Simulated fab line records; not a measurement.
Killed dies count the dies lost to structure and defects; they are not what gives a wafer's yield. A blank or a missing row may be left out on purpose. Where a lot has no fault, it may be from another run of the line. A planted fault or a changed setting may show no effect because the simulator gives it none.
fab line records	flow n5_finfet
record lots=7	wafers=39
route steps=1938 shown GATE_CUT@477 MOL_CONTACT_COAG@579
start_h: the number of hours between the record's first day and the start of the first shown wafer of the lot	wait_h: hours from the lot's prior step to this one	" the same as in the row above	L1.1+2: a row that stands for several wafers	- no value present, or no start provided	* or withheld: withheld	< > ~ a bound
route shown NAME@n: NAME is a module with steps in the file, n the number in the route of the first one	usual: mean/standard deviation taken from wafers without a fault	same: alike in all rows	chamber/n: place in a boat	sites: the reading at each site	_std_site: the values' standard deviation	_edge_site: inner sites' mean taken away from outer sites' mean	radius_mm: for every site, how far away it sits from the centre of the wafer	mask NAME#n: copy n	behind: the last tool/chamber to shape the wafer	hold: why the lot went on hold/how many hours it stayed there/how the hold came to an end	device: the n, p or np transistor that did not switch	end of line: tests run on the same wafers once the route is complete	a step without rows: its recipe alone	killed: at the first sort, the dies lost to defects and structure; wafer yield is something else	map: the dies of a wafer, with x for killed, . for not killed, _ for no die there
set.NAME: the setting as run; set.NAME@STEP: as run at that earlier step	model.NAME: the simulator's own value behind a step, which no gauge read
one table per step and one row per wafer, for lots whose settings were changed on purpose
## steps
# step N5_GATE_CUT_HM_DEP_46
# recipe material=SiO2	target_thk_a=1300	temp_c=400	precursor=TEOS/O2	pressure_torr=6.5	rf_w=900	teos_flow_sccm=161.4	gas=O2	flow_sccm=2650	time_s=26.6
lot.wafer	tool	chamber	start_h	wait_h	set.time_s	model.SiO2_of_GATE_CUT_HM_DEP_46.thk_nm
L074.1	pecvd-01	0	88.92	0.0	24.44	117.4
L074.2	"	1	"	"	24.44	119.6
L074.3	"	2	"	"	26.6	129
L074.4	"	0	"	"	26.6	129.6
L074.5	"	2	"	"	24.44	120.6
L074.6	"	1	"	"	26.6	130.8
L079.1	pecvd-03	1	113.08	0.0	28.32	137
L079.2	"	2	"	"	26.6	130
L079.3	"	0	"	"	26.6	128.8
L079.4	"	1	"	"	28.32	141
L079.5	"	2	"	"	26.6	131.6
L079.6	"	0	"	"	28.32	138.2
L080.1	pecvd-02	1	118.65	0.0	23.24	114
L080.2	"	2	"	"	23.24	113.8
L080.3	"	0	"	"	26.6	130.4
L080.4	"	0	"	"	26.6	130.6
L080.5	"	1	"	"	23.24	117.8
L080.6	"	2	"	"	26.6	132.8
L082.1	pecvd-01	1	130.33	0.0	23.48	111.4
L082.2	"	0	"	"	23.48	112.6
L082.3	"	2	"	"	23.48	111.8
L082.4	"	1	"	"	26.6	128.8
L082.5	"	0	"	"	26.6	127.8
L082.6	"	2	"	"	26.6	130.2
L086.2+3	pecvd-01	1,0	156.45	0.0	26.6	128.4
L086.5	"	0	"	"	26.6	128.2
L090.1	pecvd-01	0	178.18	0.0	26.6	128
L090.2+3	"	2,1	"	"	26.6	129
L090.4	"	0	"	"	26.6	129.2
L090.5	"	1	"	"	26.6	130.2
L090.6	"	2	"	"	26.6	132
L092.1	pecvd-03	2	195.54	0.0	26.6	129.2
L092.2	"	1	"	"	26.6	128
L092.3	"	0	"	"	26.6	129
L092.4	"	0	"	"	26.6	130
L092.5	"	1	"	"	26.6	130.4
L092.6	"	2	"	"	26.6	131.2
# step N5_GATE_CUT_COAT_34
# recipe resist=SOC	temp_c=250	time_s=60	spin_rpm=1500	resist_thk_nm=60
# step N5_GATE_CUT_COAT_35
# recipe resist=SiARC	temp_c=220	time_s=60	spin_rpm=1500	resist_thk_nm=10
# step N5_GATE_CUT_STRIP_38
# recipe chemistry=N2/H2	temp_c=40	n2_flow_sccm=200	h2_flow_sccm=200	rf_frequency_hz=6e+07
# step N5_GATE_CUT_STRIP_39
# recipe chemistry=N2/H2	temp_c=40	n2_flow_sccm=200	h2_flow_sccm=200	rf_frequency_hz=6e+07
# step N5_GATE_CUT_HM_OPEN_40
# recipe chemistry=C4F6/O2	target=SiO2	mask_material=SiARC	target_depth_a=1390	time_s=85.1	ion_energy_ev=250	pressure_mtorr=30	source_w=345	bias_w=185	Ar_flow_sccm=300	C4F6_flow_sccm=10	O2_flow_sccm=10	ends=cleared
# usual etch_rf_on_time_s=93.6/1.7
lot.wafer	tool	chamber	start_h	wait_h	set.time_s@GATE_CUT_HM_DEP_46	etch_rf_on_time_s	model.etch.depth_nm	model.SOC_of_GATE_CUT_COAT_34.thk_nm
L074.1	rie_diel-06	1	89.67	0.0	24.44	85.4	117.4	35.6
L074.2	"	2	"	"	24.44	86.9	119.6	35
L074.3	"	0	"	"	26.6	92.1	128.9	33.2
L074.4	"	1	"	"	26.6	93.3	129.6	33
L074.5	"	2	"	"	24.44	87.1	120.5	35
L074.6	"	0	"	"	26.6	93.2	130.8	33
L079.1	rie_diel-05	0	114.00	0.0	28.32	99.8	136.9	31.4
L079.2	"	3	"	"	26.6	93.3	129.9	32.6
L079.3	"	2	"	"	26.6	92.3	128.8	33
L079.4	"	1	"	"	28.32	100.9	140.9	30.2
L079.5	"	0	"	"	26.6	95.6	131.6	32.4
L079.6	"	3	"	"	28.32	99.4	138.2	30.8
L080.1	rie_diel-06	3	119.27	0.0	23.24	82.7	113.9	36
L080.2	"	0	"	"	23.24	82.2	113.8	35.8
L080.3	"	2	"	"	26.6	94.9	130.3	32.6
L080.4	"	1	"	"	26.6	95.0	130.6	32.4
L080.5	"	2	"	"	23.24	86.2	117.7	35.2
L080.6	"	1	"	"	26.6	97.5	132.7	32.2
L082.1	rie_diel-04	1	130.96	0.0	23.48	80.2	111.4	37
L082.2	"	0	"	"	23.48	79.3	112.5	36.4
L082.3	"	2	"	"	23.48	81.3	111.8	36.6
L082.4	"	2	"	"	26.6	93.7	128.8	33
L082.5	"	1	"	"	26.6	92.3	127.8	33.4
L082.6	"	0	"	"	26.6	91.0	130.1	32.8
L086.2	rie_diel-05	2	157.07	0.0	26.6	91.6	128.4	33.2
L086.3	"	3	"	"	26.6	92.5	128.4	32.8
L086.5	"	3	"	"	26.6	92.1	128.2	33
L090.1	rie_diel-05	2	178.83	0.0	26.6	93.7	128.1	33.2
L090.2	"	0	"	"	26.6	96.6	129	32.8
L090.3	"	1	"	"	26.6	93.0	129.1	32.4
L090.4	"	3	"	"	26.6	93.2	129.1	32.8
L090.5	"	2	"	"	26.6	94.1	130.3	32.8
L090.6	"	3	"	"	26.6	95.7	131.9	32
L092.1	rie_diel-05	3	196.16	0.0	26.6	94.5	129.2	33.2
L092.2	"	0	"	"	26.6	95.7	128.1	33.4
L092.3	"	2	"	"	26.6	93.5	129	33.4
L092.4	"	1	"	"	26.6	93.5	130	32.8
L092.5	"	2	"	"	26.6	94.5	130.3	33.2
L092.6	"	3	"	"	26.6	96.1	131.1	32.6
# step N5_GATE_CUT_STRIP_41
# recipe chemistry=CF4	resist=SiARC	power_w=300	bias_power_w=75	pressure_mtorr=50	cf4_flow_sccm=150	rf_frequency_hz=6e+07
# step N5_GATE_CUT_STRIP_42
# recipe chemistry=O2	power_w=400	temp_c=40	pressure_mtorr=30	rf_frequency_hz=6e+07	bias_power_w=0	overash_fraction=0.3	o2_flow_sccm=225
# step N5_GATE_CUT_ETCH_19
# recipe chemistry=CH3F/O2	target=SiNx	mask_material=SiO2	target_depth_a=537	time_s=76.7	pressure_mtorr=30	source_w=395	bias_w=73	Ar_flow_sccm=150	CH3F_flow_sccm=30	O2_flow_sccm=20	ion_energy_ev=120	ends=cleared
lot.wafer	tool	chamber	start_h	wait_h	set.time_s@GATE_CUT_HM_DEP_46	model.SiO2_of_GATE_CUT_HM_DEP_46.thk_nm
L074.1	rie_diel-06	1	89.79	0.0	24.44	112.8
L074.2	"	2	"	"	24.44	115
L074.3	"	0	"	"	26.6	124.4
L074.4	"	1	"	"	26.6	125.2
L074.5	"	2	"	"	24.44	116
L074.6	"	0	"	"	26.6	126.4
L079.1	rie_diel-05	0	114.12	0.0	28.32	132.4
L079.2	"	3	"	"	26.6	125.4
L079.3	"	2	"	"	26.6	124.4
L079.4	"	1	"	"	28.32	136.4
L079.5	"	0	"	"	26.6	127.2
L079.6	"	3	"	"	28.32	133.8
L080.1+2	rie_diel-06	3,0	119.39	0.0	23.24	109.4
L080.3	"	2	"	"	26.6	125.8
L080.4	"	1	"	"	26.6	126.2
L080.5	"	2	"	"	23.24	113.2
L080.6	"	1	"	"	26.6	128.2
L082.1	rie_diel-04	1	131.08	0.0	23.48	107
L082.2	"	0	"	"	23.48	108
L082.3	"	2	"	"	23.48	107.2
L082.4	"	2	"	"	26.6	124.2
L082.5	"	1	"	"	26.6	123.4
L082.6	"	0	"	"	26.6	125.6
L086.2+3	rie_diel-05	2,3	157.19	0.0	26.6	124
L086.5	"	3	"	"	26.6	123.8
L090.1	rie_diel-05	2	178.95	0.0	26.6	123.6
L090.2+3+4	"	0,1,3	"	"	26.6	124.6
L090.5	"	2	"	"	26.6	125.8
L090.6	"	3	"	"	26.6	127.4
L092.1	rie_diel-05	3	196.29	0.0	26.6	124.8
L092.2	"	0	"	"	26.6	123.6
L092.3	"	2	"	"	26.6	124.6
L092.4	"	1	"	"	26.6	125.6
L092.5	"	2	"	"	26.6	125.8
L092.6	"	3	"	"	26.6	126.6
# step N5_GATE_CUT_ALD_22
# recipe material=SiNx	target_thk_a=160	temp_c=400	ald_precursor_family=SiH2I2	ald_co_reactant=N2/H2-plasma	pulse_time_s=1	ald_cycles=320	purge_time_s=2	co_reactant_purge_time_s=2	pressure_torr=2
lot.wafer	tool	chamber	start_h	wait_h	set.ald_cycles	model.SiNx_of_GATE_CUT_ALD_22.thk_nm
L074.1+2+3+4+5+6	ald_sin-02	2,3,1,0,3,0	90.34	0.0	320	16
L079.1+2+5	ald_sin-03	2,1,1	114.67	0.0	320	16
L079.3+4+6	"	3,3,2	"	"	275	13.8
L080.1+5+6	ald_sin-02	1,0,1	119.95	0.0	320	16
L080.2+3	"	3,2	"	"	369	18.4
L080.4	"	0	"	"	369	18.6
L082.1	ald_sin-03	0	131.63	0.0	275	13.8
L082.2+5	"	1,0	"	"	275	13.6
L082.3+4+6	"	2,3,1	"	"	320	16
L086.2+3+5	ald_sin-02	3,2,0	157.75	0.0	320	16
L090.1+2+6	ald_sin-02	2,3,0	179.97	0.5	320	16
L090.3+4+5	"	1,0,3	"	"	366	18.4
L092.1+2+6	ald_sin-02	3,0,3	197.47	0.7	279	14
L092.3+4+5	"	1,2,0	"	"	320	16
# step N5_GATE_CUT_CMP_23
# recipe stop_on=SiO2	t_overpolish_s=23.4	post_cmp_clean=alkaline_brush	down_force_psi=2.5	platen_rpm=51.8	pad_velocity_m_s=1.0307	target_thk_nm=16
# step N5_GATE_CUT_THK_MEAS_24
# recipe reads=SiO2_of_GATE_CUT_HM_DEP_46+SiO2_flowable_of_ILD0_FCVD_FILL_01
# usual GC_FILL_THK=219.1/2
lot.wafer	tool	chamber	start_h	wait_h	set.time_s@GATE_CUT_HM_DEP_46	GC_FILL_THK[nm]
L074.1	film_metro-02	-	92.13	-	24.44	207.4
L074.2	"	-	"	"	24.44	209.0
L074.3	"	-	"	"	26.6	219.7
L074.4	"	-	"	"	26.6	220.1
L074.5	"	-	"	"	24.44	210.9
L074.6	"	-	"	"	26.6	220.6
L079.1	film_metro-01	-	116.46	-	28.32	225.6
L079.2	"	-	"	"	26.6	219.7
L079.3	"	-	"	"	26.6	217.6
L079.4	"	-	"	"	28.32	229.1
L079.5	"	-	"	"	26.6	221.1
L079.6	"	-	"	"	28.32	227.8
L080.1	film_metro-02	-	121.73	-	23.24	203.8
L080.2	"	-	"	"	23.24	204.9
L080.3	"	-	"	"	26.6	219.8
L080.4	"	-	"	"	26.6	221.7
L080.5	"	-	"	"	23.24	208.8
L080.6	"	-	"	"	26.6	223.3
L082.1	film_metro-02	-	133.57	-	23.48	201.0
L082.2	"	-	"	"	23.48	202.9
L082.3	"	-	"	"	23.48	201.8
L082.4	"	-	"	"	26.6	219.0
L082.5	"	-	"	"	26.6	217.0
L082.6	"	-	"	"	26.6	219.6
L086.2	film_metro-01	-	159.53	-	26.6	218.4
L086.3	"	-	"	"	26.6	218.7
L086.5	"	-	"	"	26.6	217.5
L090.1	film_metro-01	-	181.78	-	26.6	217.9
L090.2	"	-	"	"	26.6	217.5
L090.3	"	-	"	"	26.6	217.9
L090.4	"	-	"	"	26.6	218.3
L090.5	"	-	"	"	26.6	219.3
L090.6	"	-	"	"	26.6	221.7
L092.1	film_metro-01	-	199.26	-	26.6	218.7
L092.2	"	-	"	"	26.6	216.6
L092.3	"	-	"	"	26.6	219.0
L092.4	"	-	"	"	26.6	219.6
L092.5	"	-	"	"	26.6	219.7
L092.6	"	-	"	"	26.6	219.6
# step N5_GATE_CUT_CMP_43
# recipe material=SiO2	post_cmp_clean=rinse_only
lot.wafer	tool	chamber	start_h	wait_h	set.time_s@GATE_CUT_HM_DEP_46	model.SiO2_of_GATE_CUT_HM_DEP_46.thk_nm
L074.2+1	cmp-02	1,3	92.16	0.0	24.44	4.4
L074.3+4+6	"	2,0,2	"	"	26.6	5
L074.5	"	1	"	"	24.44	4.6
L079.2+3+5	cmp-04	0,3,1	116.49	0.0	26.6	5
L079.1+6	"	1,0	"	"	28.32	5.4
L079.4	"	2	"	"	28.32	5.6
L080.3+4	cmp-04	3,0	121.76	0.0	26.6	5
L080.1+2	"	1,2	"	"	23.24	4.2
L080.5	"	3	"	"	23.24	4.4
L080.6	"	0	"	"	26.6	5.2
L082.4+6	cmp-04	2,3	133.60	0.0	26.6	5
L082.2+3	"	3,0	"	"	23.48	4.2
L082.1	"	1	"	"	23.48	4
L082.5	"	2	"	"	26.6	4.8
L086.3+2+5	cmp-04	2,0,2	159.56	0.0	26.6	5
L090.2+4+3+1+6+5	cmp-04	1,2,3,0,1,2	181.98	0.2	26.6	5
L092.1+2+4+3+6+5	cmp-04	3,0,1,2,3,0	199.29	0.0	26.6	5
# step N5_MOL_CONTACT_COAG_ALD_131
# recipe material=SiO2	target_thk_a=50	temp_c=100	ald_precursor_family=BDEAS	ald_co_reactant=O2-plasma	pulse_time_s=1	co_reactant_pulse_time_s=1	purge_time_s=2	co_reactant_purge_time_s=2	ald_cycles=35	pressure_torr=2
lot.wafer	tool	chamber	start_h	wait_h	set.ald_cycles	model.SiO2_of_MOL_CONTACT_COAG_ALD_131.thk_nm
L074.1+4+5	ald_sin-02	0,3,3	103.70	0.3	35	5
L074.2+3	"	1,2	"	"	30	4.2
L074.6	"	0	"	"	30	4.4
L079.1+2+4	ald_sin-02	1,2,0	128.63	0.1	39	5.6
L079.3+5+6	"	3,1,0	"	"	35	5
L080.1+3+5	ald_sin-03	3,2,2	133.09	0.4	32	4.6
L080.2+4+6	"	1,0,3	"	"	35	5
L082.1+3+4	ald_sin-01	1,2,1	144.21	0.1	33	4.8
L082.2+5+6	"	3,3,2	"	"	35	5
L086.2+3+5	ald_sin-02	1,3,0	171.06	0.1	35	5
L090.1+5	ald_sin-03	2,3	194.52	0.1	37	5.2
L090.2+4+6	"	1,2,1	"	"	35	5
L090.3	"	3	"	"	37	5.4
L092.1+3+4	ald_sin-02	1,2,3	211.55	0.1	40	5.8
L092.2+5+6	"	0,1,2	"	"	35	5
## key
split step=N5_GATE_CUT_HM_DEP_46	setting=time_s	stated=26.6	by=wafer
response step=N5_GATE_CUT_HM_DEP_46	reading=model.SiO2_of_GATE_CUT_HM_DEP_46.thk_nm	change=+1.34	per=1%	r=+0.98
response step=N5_GATE_CUT_HM_OPEN_40	reading=etch_rf_on_time_s	change=*	per=1%	r=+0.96
response step=N5_GATE_CUT_HM_OPEN_40	reading=model.etch.depth_nm	change=+1.34	per=1%	r=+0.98
response step=N5_GATE_CUT_HM_OPEN_40	reading=model.SOC_of_GATE_CUT_COAT_34.thk_nm	change=-0.279	per=1%	r=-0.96
response step=N5_GATE_CUT_ETCH_19	reading=model.SiO2_of_GATE_CUT_HM_DEP_46.thk_nm	change=+1.35	per=1%	r=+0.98
response step=N5_GATE_CUT_THK_MEAS_24	reading=GC_FILL_THK	change=+1.32	per=1%	r=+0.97
response step=N5_GATE_CUT_CMP_43	reading=model.SiO2_of_GATE_CUT_HM_DEP_46.thk_nm	change=+0.0663	per=1%	r=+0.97
split step=N5_GATE_CUT_ALD_22	setting=ald_cycles	stated=320	by=wafer
response step=N5_GATE_CUT_ALD_22	reading=model.SiNx_of_GATE_CUT_ALD_22.thk_nm	change=+0.162	per=1%	r=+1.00
split step=N5_MOL_CONTACT_COAG_ALD_131	setting=ald_cycles	stated=35	by=wafer
response step=N5_MOL_CONTACT_COAG_ALD_131	reading=model.SiO2_of_MOL_CONTACT_COAG_ALD_131.thk_nm	change=+0.0514	per=1%	r=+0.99
